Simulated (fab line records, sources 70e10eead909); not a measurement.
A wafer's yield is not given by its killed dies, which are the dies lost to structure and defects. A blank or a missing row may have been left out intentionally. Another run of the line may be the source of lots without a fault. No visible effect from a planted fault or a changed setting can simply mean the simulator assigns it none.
A lot that was struck, set against a sound lot + flow nand_harc + 15 out of 1302 route steps
Sound: the wafers L756.1, L756.3, L756.4. Struck: wafers L753.3, L753.4 (left out: L753.1, a lot-mate that was not struck); the cause follows at the end.
For every step that has rows: the tool of each side, followed by ch and its chambers, followed by its first start. Under that, the readings that differ: sound wafers + struck wafers + difference of the means + sigmas: that difference in standard deviations of wafers without a fault.
alike: readings whose means differ by less than 2 such deviations, and words and numbers that are the same on both sides. not compared: withheld readings, readings that some wafer has no value for, bounds like >300 that may hide the same value, and numbers for which the record gives no deviation and whose values overlap.
Wherever a step has rows on one side only, a row that says differs or no value, or a row with sigmas, the two part there. Non-overlapping numbers with no deviation appear without sigmas and do not part them. A reading that every wafer of one side lacks parts them only if that side has two wafers or more.

first, 8 steps without rows for these wafers: NHARC_P_BONDPAD_HMDS_02 (time 30 s); NHARC_P_BONDPAD_COAT_36 (time 65 s); NHARC_P_BONDPAD_COAT_03 (resist thk 600 nm); NHARC_P_BONDPAD_SOFTBAKE_04 (time 70 s); NHARC_P_BONDPAD_EBR_05; NHARC_P_BONDPAD_EXPOSE_06 (exposes mask P BPAD); NHARC_P_BONDPAD_PEB_07 (peb time 80 s); NHARC_P_BONDPAD_DEVELOP_08 (time 50 s).
NHARC_P_BONDPAD_CD_MEAS_09 targets a cd of 500 nm.
  sound on cd_sem-03 ch 0, day 11 19:00; struck on cd_sem-01 ch 0, day 10 05:44
  alike: cd_nm
NHARC_P_BONDPAD_OVL_MEAS_38:
  sound on overlay-01 at day 11 19:05; struck on overlay-01 at day 10 05:50
  alike: overlay_x_nm, overlay_y_nm
then, 1 step without rows for these wafers: NHARC_P_BONDPAD_HARDBAKE_10 (time 65 s).
NHARC_P_BONDPAD_DESCUM_11: chemistry O2, time 3 s.
  sound on rie_diel-05 ch 0,1,2, day 11 19:13; struck on rie_diel-01 ch 0,3, day 10 05:57
| reading                | sound       | struck  | difference | sigmas |
|------------------------|-------------|---------|------------|--------|
| rf_hours_counter_h (h) | 1.1 0.7 0.8 | 0.1 0.1 | -0.8       |        |
  alike: drypump_motor_current_A, oes_product_au, rf_vpp_V, showerhead_plenum_p_Torr, throttle_valve_pct
NHARC_P_BONDPAD_ETCH_37: etches the open film in N2/H2, target depth 60 nm, overetch 18 nm, time 65.91 s.
  sound on rie_diel-05 ch 0,2,3, day 11 19:18; struck on rie_diel-01 ch 2,3, day 10 06:02
| reading                | sound             | struck      | difference | sigmas |
|------------------------|-------------------|-------------|------------|--------|
| oes_product_au (a.u.)  | 1.018 1.013 1.016 | 0.835 0.845 | -0.176     | -18    |
| rf_hours_counter_h (h) | 1.1 1.1 0.7       | 0.1 0.1     | -0.9       |        |
  alike: drypump_motor_current_A, h2_flow_sccm, rf_vpp_V, showerhead_plenum_p_Torr, throttle_valve_pct
NHARC_P_BONDPAD_ETCH_12: etches the open film in CHF3/O2, target depth 200 nm, time 100 s.
  sound: rie_diel-05 ch 0,2,3; struck: rie_diel-01 ch 0,2
| reading                | sound       | struck  | difference | sigmas |
|------------------------|-------------|---------|------------|--------|
| rf_hours_counter_h (h) | 0.8 1.1 1.2 | 0.2 0.1 | -0.9       |        |
  alike: drypump_motor_current_A, oes_product_au, rf_vpp_V, showerhead_plenum_p_Torr, throttle_valve_pct
-- jump in the record: it breaks off in module P_BONDPAD and resumes in module END (first step shown: number 1302 of the route), and 18 days separate the struck wafers' starts before and after --
NHARC_END_SORT_01:
  sound on prober-01 ch 0, day 30 12:45; struck on prober-01 ch 0, day 28 08:19
| reading             | sound | struck | difference | sigmas |
|---------------------|-------|--------|------------|--------|
| killed_at_periphery | 2 2 3 | 8 12   | +8         | +2     |
  alike: defect_limited_yield, killed_at_array, killed_at_other, killed_dies, killed_open, killed_short

WHERE THEY PART
At NHARC_P_BONDPAD_ETCH_37 first; at NHARC_END_SORT_01 last (within this record only).

WHY: whatever the simulator had introduced
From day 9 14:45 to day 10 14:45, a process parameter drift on rie_diel-01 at NHARC_P_BONDPAD_ETCH_37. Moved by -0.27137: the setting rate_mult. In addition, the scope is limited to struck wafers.
